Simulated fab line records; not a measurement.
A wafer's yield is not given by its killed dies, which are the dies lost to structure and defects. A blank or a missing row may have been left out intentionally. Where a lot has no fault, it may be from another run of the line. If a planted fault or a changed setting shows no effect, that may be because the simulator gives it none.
Split-lot experiment / flow n5-finfet / 7 lots, 21 wafers read, on a route of 1938 steps

ON THE SPLIT
At N5_WELL_APT_PEB_06 (peb time 90 s), the setting peb-time-s was moved away from the recipe's 90 s on 7 of the 21 wafers read, by -15.3% to +18.9%. The other wafers ran this setting at the recipe's value.

FROM THE SPLIT TO THE READING: what the file shows between them, 2 steps
- N5_WELL_APT_DEVELOP_07: develop time 45 s
- N5_WELL_APT_HARDBAKE_12: time 120 s

THE READING
cd-nm, in nm, at N5_WELL_APT_CD_MEAS_08 (target cd 200 nm). On this fab line, fault-free wafers typically give 199.9 nm with a standard deviation of 2.3 nm.

wafer=L075.1; tool, chamber at the split=litho-track-01, 0; peb-time-s as run, s=90; against the recipe=recipe; cd-nm, nm=199.3; against lot-mates on the recipe=-
wafer=L075.4; tool, chamber at the split=litho-track-01, 0; peb-time-s as run, s=90; against the recipe=recipe; cd-nm, nm=200.8; against lot-mates on the recipe=-
wafer=L075.6; tool, chamber at the split=litho-track-01, 0; peb-time-s as run, s=90; against the recipe=recipe; cd-nm, nm=197.3; against lot-mates on the recipe=-
wafer=L077.1; tool, chamber at the split=litho-track-04, 0; peb-time-s as run, s=90; against the recipe=recipe; cd-nm, nm=200.4; against lot-mates on the recipe=-
wafer=L077.4; tool, chamber at the split=litho-track-04, 0; peb-time-s as run, s=90; against the recipe=recipe; cd-nm, nm=200.8; against lot-mates on the recipe=-
wafer=L077.5; tool, chamber at the split=litho-track-04, 0; peb-time-s as run, s=90; against the recipe=recipe; cd-nm, nm=203.4; against lot-mates on the recipe=-
wafer=L084.2; tool, chamber at the split=litho-track-04, 0; peb-time-s as run, s=90; against the recipe=recipe; cd-nm, nm=205.1; against lot-mates on the recipe=-
wafer=L084.4; tool, chamber at the split=litho-track-04, 0; peb-time-s as run, s=90; against the recipe=recipe; cd-nm, nm=203.2; against lot-mates on the recipe=-
wafer=L084.6; tool, chamber at the split=litho-track-04, 0; peb-time-s as run, s=90; against the recipe=recipe; cd-nm, nm=200.5; against lot-mates on the recipe=-
wafer=L090.1; tool, chamber at the split=litho-track-04, 0; peb-time-s as run, s=90; against the recipe=recipe; cd-nm, nm=201.3; against lot-mates on the recipe=-
wafer=L090.4; tool, chamber at the split=litho-track-04, 0; peb-time-s as run, s=90; against the recipe=recipe; cd-nm, nm=197.7; against lot-mates on the recipe=-
wafer=L090.5; tool, chamber at the split=litho-track-04, 0; peb-time-s as run, s=107; against the recipe=+18.9%; cd-nm, nm=207.3; against lot-mates on the recipe=+7.8
wafer=L092.2; tool, chamber at the split=litho-track-04, 0; peb-time-s as run, s=90; against the recipe=recipe; cd-nm, nm=198.8; against lot-mates on the recipe=-
wafer=L092.3; tool, chamber at the split=litho-track-04, 0; peb-time-s as run, s=76.24; against the recipe=-15.3%; cd-nm, nm=195.4; against lot-mates on the recipe=-3.4
wafer=L092.5; tool, chamber at the split=litho-track-04, 0; peb-time-s as run, s=76.24; against the recipe=-15.3%; cd-nm, nm=195.5; against lot-mates on the recipe=-3.3
wafer=L095.2; tool, chamber at the split=litho-track-01, 0; peb-time-s as run, s=90; against the recipe=recipe; cd-nm, nm=194.0; against lot-mates on the recipe=-
wafer=L095.3; tool, chamber at the split=litho-track-01, 0; peb-time-s as run, s=105.4; against the recipe=+17.1%; cd-nm, nm=205.9; against lot-mates on the recipe=+11.9
wafer=L095.6; tool, chamber at the split=litho-track-01, 0; peb-time-s as run, s=105.4; against the recipe=+17.1%; cd-nm, nm=204.9; against lot-mates on the recipe=+10.9
wafer=L097.3; tool, chamber at the split=litho-track-04, 0; peb-time-s as run, s=104.5; against the recipe=+16.1%; cd-nm, nm=204.6; against lot-mates on the recipe=+4.9
wafer=L097.4; tool, chamber at the split=litho-track-04, 0; peb-time-s as run, s=104.5; against the recipe=+16.1%; cd-nm, nm=207.2; against lot-mates on the recipe=+7.5
wafer=L097.6; tool, chamber at the split=litho-track-04, 0; peb-time-s as run, s=90; against the recipe=recipe; cd-nm, nm=199.7; against lot-mates on the recipe=-

FIT RESULTS
A straight line over all 21 wafers: cd-nm changes by +0.331 nm for each +1% of peb-time-s; r = +0.80; the points scatter about the line by 2.4 nm.
The same after taking each lot's own level away (the mean of its wafers on the recipe; 21 wafers): +0.417 nm for each +1%; r = +0.89; scatter 2 nm.
That fit puts the effect of the largest move of peb-time-s on the reading at 7.9 nm.
The span of the lots' own levels, 194.00 to 202.93 nm, comes to 3.9 times the standard deviation stated above.
In other words, the slope is changed by the lot-to-lot level; the two fits disagree.
Check: with one of the wafers moved furthest among these (+18.9%) left out of the fit, the line predicts +8.69 nm for it against its lot-mates. Against them it came out at +7.8 nm.

THE WHOLE CHAIN: every reading that the file lists as answering this split, in the file's order
step=N5_WELL_APT_CD_MEAS_08; what it does=target cd 200 nm; reading=cd-nm; change (the file's fit)=+0.431 nm for each +1% of the setting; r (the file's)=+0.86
step=N5_WELL_APT_DESCUM_13; what it does=chemistry O2, time 7.9 s; reading=WELL_APT.cd-nm (the simulator's own value, which no gauge read); change (the file's fit)=+0.431 nm for each +1% of the setting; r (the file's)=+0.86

FILE'S OWN FIT
cd-nm changes by +0.431 nm for each +1% of peb-time-s, r = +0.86.
